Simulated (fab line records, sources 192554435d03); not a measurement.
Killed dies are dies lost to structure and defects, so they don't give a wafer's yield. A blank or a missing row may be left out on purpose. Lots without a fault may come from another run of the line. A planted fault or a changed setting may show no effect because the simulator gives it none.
Which tool did it? | flow n5_finfet | 24 lots, 72 wafers sampled, at 5 steps of a route of 1938

WHAT THE GAUGES READ, wafer by wafer
N5_MOL_CONTACT_COAG_OVL_MEAS_09.
lot  | measured     | on         | CA_OVL (nm)
L074 | day 4 16:48  | overlay-02 | -0.6 -0.2 -0.7
L075 | day 4 21:23  | overlay-02 | 0.0 -0.5 -0.1
L076 | day 5 02:51  | overlay-01 | -0.9 -0.8 0.4
L077 | day 5 10:20  | overlay-01 | -0.3 0.0 0.0
L078 | day 5 18:01  | overlay-02 | 0.0 0.3 -0.6
L079 | day 5 21:27  | overlay-02 | 0.6 1.2 0.9
L080 | day 6 03:23  | overlay-01 | -0.8 0.4 -0.9
L081 | day 6 11:28  | overlay-02 | 0.5 0.5 0.0
L082 | day 6 13:32  | overlay-01 | 0.6 -1.4 -1.0
L083 | day 6 21:02  | overlay-01 | -0.4 -1.7 -0.9
L084 | day 7 03:29  | overlay-02 | 0.2 -0.1 -0.7
L085 | day 7 11:01  | overlay-02 | -0.3 0.7 -0.4
L086 | day 7 17:09  | overlay-01 | 0.1 0.9 0.0
L087 | day 7 21:06  | overlay-02 | -1.0 -0.8 -0.4
L088 | day 8 04:05  | overlay-01 | -1.1 -1.0 0.4
L090 | day 8 12:26  | overlay-02 | -0.4 -1.6 -0.8
L091 | day 8 19:55  | overlay-01 | -0.5 -0.8 -0.9
L089 | day 8 20:19  | overlay-01 | 0.9 0.2 0.9
L092 | day 9 04:35  | overlay-01 | 0.1 0.5 0.5
L093 | day 9 10:04  | overlay-01 | -0.2 -0.5 0.1
L094 | day 9 14:37  | overlay-01 | 0.2 -0.1 0.3
L095 | day 9 20:17  | overlay-01 | -0.4 0.9 -0.5
L096 | day 10 03:27 | overlay-01 | -0.2 0.3 -0.8
L097 | day 10 09:43 | overlay-01 | -0.6 -0.8 0.2

N5_MOL_CONTACT_COAG_INSPECT_10: inspects for defects (brightfield).
lot  | measured     | on                | raw_defect_count
L074 | day 4 16:51  | defect_inspect-02 | 170 97 140
L075 | day 4 21:26  | defect_inspect-02 | 45 45 59
L076 | day 5 02:54  | defect_inspect-02 | 41 64 62
L077 | day 5 10:24  | defect_inspect-02 | 60 106 57
L078 | day 5 18:04  | defect_inspect-02 | 76 60 70
L079 | day 5 21:30  | defect_inspect-02 | 56 48 48
L080 | day 6 03:27  | defect_inspect-01 | 65 58 80
L081 | day 6 11:31  | defect_inspect-01 | 50 48 80
L082 | day 6 13:35  | defect_inspect-02 | 69 82 36
L083 | day 6 21:04  | defect_inspect-01 | 54 65 55
L084 | day 7 03:32  | defect_inspect-02 | 66 70 60
L085 | day 7 11:05  | defect_inspect-02 | 67 67 57
L086 | day 7 17:13  | defect_inspect-01 | 47 20 62
L087 | day 7 21:09  | defect_inspect-01 | 46 63 41
L088 | day 8 04:08  | defect_inspect-02 | 98 100 77
L090 | day 8 12:30  | defect_inspect-02 | 97 114 104
L091 | day 8 19:58  | defect_inspect-02 | 31 58 108
L089 | day 8 20:23  | defect_inspect-02 | 40 47 56
L092 | day 9 04:39  | defect_inspect-01 | 50 54 77
L093 | day 9 10:08  | defect_inspect-02 | 57 42 105
L094 | day 9 14:40  | defect_inspect-02 | 57 77 76
L095 | day 9 20:20  | defect_inspect-01 | 50 55 74
L096 | day 10 03:30 | defect_inspect-02 | 61 59 135
L097 | day 10 09:46 | defect_inspect-02 | 36 55 46

N5_MOL_CONTACT_COAG_CD_MEAS_40: target cd 25.1 nm.
lot  | measured     | on        | cd_nm (nm)
L074 | day 5 04:31  | cd_sem-03 | 25.12 25.22 25.28
L075 | day 5 07:52  | cd_sem-02 | 25.45 25.42 25.42
L076 | day 5 14:16  | cd_sem-02 | 25.44 25.49 25.17
L077 | day 5 20:05  | cd_sem-02 | 25.26 25.26 25.66
L078 | day 6 06:20  | cd_sem-02 | 25.27 25.28 25.02
L079 | day 6 09:26  | cd_sem-02 | 25.01 25.48 25.10
L080 | day 6 13:02  | cd_sem-02 | 25.52 25.01 25.25
L081 | day 6 22:32  | cd_sem-02 | 25.39 25.25 25.32
L082 | day 7 02:10  | cd_sem-02 | 25.67 25.26 24.99
L083 | day 7 06:02  | cd_sem-02 | 25.02 24.89 24.66
L084 | day 7 13:53  | cd_sem-02 | 25.67 25.11 24.69
L085 | day 7 23:29  | cd_sem-03 | 25.24 25.10 25.42
L086 | day 8 04:57  | cd_sem-02 | 25.32 25.28 25.22
L087 | day 8 09:14  | cd_sem-02 | 25.38 25.22 25.16
L088 | day 8 17:39  | cd_sem-02 | 25.40 25.33 25.62
L090 | day 8 22:31  | cd_sem-02 | 25.06 25.35 25.02
L091 | day 9 06:29  | cd_sem-02 | 24.93 24.84 24.92
L089 | day 9 07:08  | cd_sem-01 | 25.24 25.48 25.39
L092 | day 9 17:02  | cd_sem-02 | 25.29 25.30 25.28
L093 | day 9 23:15  | cd_sem-01 | 25.28 24.93 25.44
L094 | day 10 03:07 | cd_sem-02 | 24.94 25.05 25.09
L095 | day 10 07:08 | cd_sem-02 | 25.42 25.31 25.19
L096 | day 10 14:37 | cd_sem-01 | 25.43 25.54 25.33
L097 | day 10 20:10 | cd_sem-03 | 25.18 25.40 25.18

WHICH TOOL RAN EACH LOT (tool, then ch and the chambers of the sampled wafers, then the start)
lot  | N5_GATE_CUT_CMP_61            | N5_MOL_CONTACT_COAG_ALD_27
L074 | cmp-03 ch 0,2,3, day 4 16:06  | ald_sin-04 ch 0,1,2, day 5 00:08
L075 | cmp-04 ch 0,3, day 4 20:49    | ald_sin-04 ch 0,1,2, day 5 03:34
L076 | cmp-04 ch 0,1, day 5 02:10    | ald_sin-01 ch 1,2,3, day 5 09:35
L077 | cmp-02 ch 0,1, day 5 09:49    | ald_sin-01 ch 0,2,3, day 5 15:43
L078 | cmp-02 ch 0,2, day 5 17:27    | ald_sin-01 ch 0,1, day 6 02:03
L079 | cmp-04 ch 0,1, day 5 20:46    | ald_sin-03 ch 0,1,2, day 6 05:22
L080 | cmp-04 ch 0,2,3, day 6 02:43  | ald_sin-03 ch 0,2, day 6 08:42
L081 | cmp-04 ch 0,1, day 6 10:53    | ald_sin-03 ch 0,2, day 6 17:49
L082 | cmp-04 ch 1,2,3, day 6 12:58  | ald_sin-04 ch 0,1,2, day 6 22:10
L083 | cmp-04 ch 0,1,3, day 6 20:32  | ald_sin-01 ch 1,2, day 7 02:03
L084 | cmp-02 ch 0,2,3, day 7 02:49  | ald_sin-01 ch 1,3, day 7 09:16
L085 | cmp-03 ch 1,2,3, day 7 10:20  | ald_sin-03 ch 0,3, day 7 19:15
L086 | cmp-04 ch 0,2,3, day 7 16:35  | ald_sin-01 ch 0,1,2, day 8 00:26
L087 | cmp-03 ch 0,2,3, day 7 20:25  | ald_sin-04 ch 0,3, day 8 04:52
L088 | cmp-02 ch 0,1,3, day 8 03:26  | ald_sin-03 ch 1,2,3, day 8 11:54
L090 | cmp-02 ch 1,2, day 8 11:46    | ald_sin-01 ch 0,2, day 8 18:04
L091 | cmp-04 ch 0,1,3, day 8 19:21  | ald_sin-04 ch 1,2,3, day 9 02:03
L089 | cmp-03 ch 0,2, day 8 19:38    | ald_sin-03 ch 1,2, day 9 03:07
L092 | cmp-04 ch 0,2, day 9 04:02    | ald_sin-03 ch 0,3, day 9 13:01
L093 | cmp-03 ch 0,1,2, day 9 09:29  | ald_sin-01 ch 2,3, day 9 17:41
L094 | cmp-04 ch 0,1,2, day 9 13:54  | ald_sin-01 ch 1,2,3, day 9 22:20
L095 | cmp-02 ch 0,1,3, day 9 19:35  | ald_sin-04 ch 0,1,3, day 10 03:01
L096 | cmp-04 ch 0,1,2, day 10 02:53 | ald_sin-01 ch 1,2,3, day 10 10:23
L097 | cmp-02 ch 0,1,2, day 10 09:13 | ald_sin-04 ch 2,3, day 10 16:11
- N5_GATE_CUT_CMP_61: polishes, stops on SiNx, t overpolish 3 s.
- N5_MOL_CONTACT_COAG_ALD_27: deposits SiOC, target thk 17 nm, pulse time 1.5 s, time 2720 s.

WHAT THE TOOLS THEMSELVES READ (means of the sampled wafers that have a number; where no wafer has one, the mark that the record gives instead)
N5_GATE_CUT_CMP_61.
lot  | tool   | head_pressure_psi (psi) | motor_current_A (A)
L074 | cmp-03 | 4.000                   | 11.4
L075 | cmp-04 | 4.001                   | 13.7
L076 | cmp-04 | 4.000                   | 11.8
L077 | cmp-02 | 3.996                   | 10.5
L078 | cmp-02 | 4.006                   | 11.5
L079 | cmp-04 | 3.998                   | 12.3
L080 | cmp-04 | 4.000                   | 12.6
L081 | cmp-04 | 4.002                   | 11.9
L082 | cmp-04 | 4.003                   | 12.5
L083 | cmp-04 | 4.003                   | 12.6
L084 | cmp-02 | 3.997                   | 12.3
L085 | cmp-03 | 3.996                   | 11.6
L086 | cmp-04 | 3.998                   | 12.8
L087 | cmp-03 | 4.005                   | 11.4
L088 | cmp-02 | 3.999                   | 11.5
L090 | cmp-02 | 4.011                   | 10.1
L091 | cmp-04 | 4.001                   | 12.8
L089 | cmp-03 | 4.006                   | 10.8
L092 | cmp-04 | 4.001                   | 11.4
L093 | cmp-03 | 4.003                   | 11.3
L094 | cmp-04 | 4.001                   | 11.8
L095 | cmp-02 | 4.004                   | 11.6
L096 | cmp-04 | 3.994                   | 11.9
L097 | cmp-02 | 3.997                   | 11.1

N5_MOL_CONTACT_COAG_ALD_27.
lot  | tool       | heater_power_w (W) | precursor_pulse_height_rel
L074 | ald_sin-04 | 830                | 0.993
L075 | ald_sin-04 | 821                | 0.999
L076 | ald_sin-01 | 738                | 0.988
L077 | ald_sin-01 | 771                | 1.003
L078 | ald_sin-01 | 863                | 1.002
L079 | ald_sin-03 | 944                | 1.008
L080 | ald_sin-03 | 943                | 1.009
L081 | ald_sin-03 | 1001               | 1.024
L082 | ald_sin-04 | 820                | 0.974
L083 | ald_sin-01 | 724                | 1.013
L084 | ald_sin-01 | 788                | 1.010
L085 | ald_sin-03 | 1013               | 0.993
L086 | ald_sin-01 | 785                | 0.983
L087 | ald_sin-04 | 823                | 0.987
L088 | ald_sin-03 | 929                | 1.002
L090 | ald_sin-01 | 748                | 0.990
L091 | ald_sin-04 | 769                | 1.006
L089 | ald_sin-03 | 913                | 1.004
L092 | ald_sin-03 | 1013               | 0.980
L093 | ald_sin-01 | 721                | 0.998
L094 | ald_sin-01 | 736                | 0.995
L095 | ald_sin-04 | 785                | 1.008
L096 | ald_sin-01 | 753                | 0.986
L097 | ald_sin-04 | 860                | 0.986

THE ANSWER, worked out from the rows above alone
Rule: what is usual is taken from the lots themselves. Put in order of their means at a reading, lots are off if they are a third of the lots or fewer, leave a main group of 4 or more, and stand apart from it by a gap of 3 or more times the standard deviation of the main group's means; of several such gaps the widest counts. A main group whose means are all the same, to the digits that the tables above print for the reading, isn't used. A lot without any number at a reading at which 4 lots or more have one is off too. The other lots that the step has rows for count as sound. The gauges are gone through in route order, then the tools' own readings, and for those a lot's mean is taken as printed above. The first step at which some lot is off is used, and at that step the reading that is off furthest; a lot without a number counts as furthest.
No lot is off at any reading shown: from this, nothing can be told.

WHAT THE SIMULATOR HAD PUT IN
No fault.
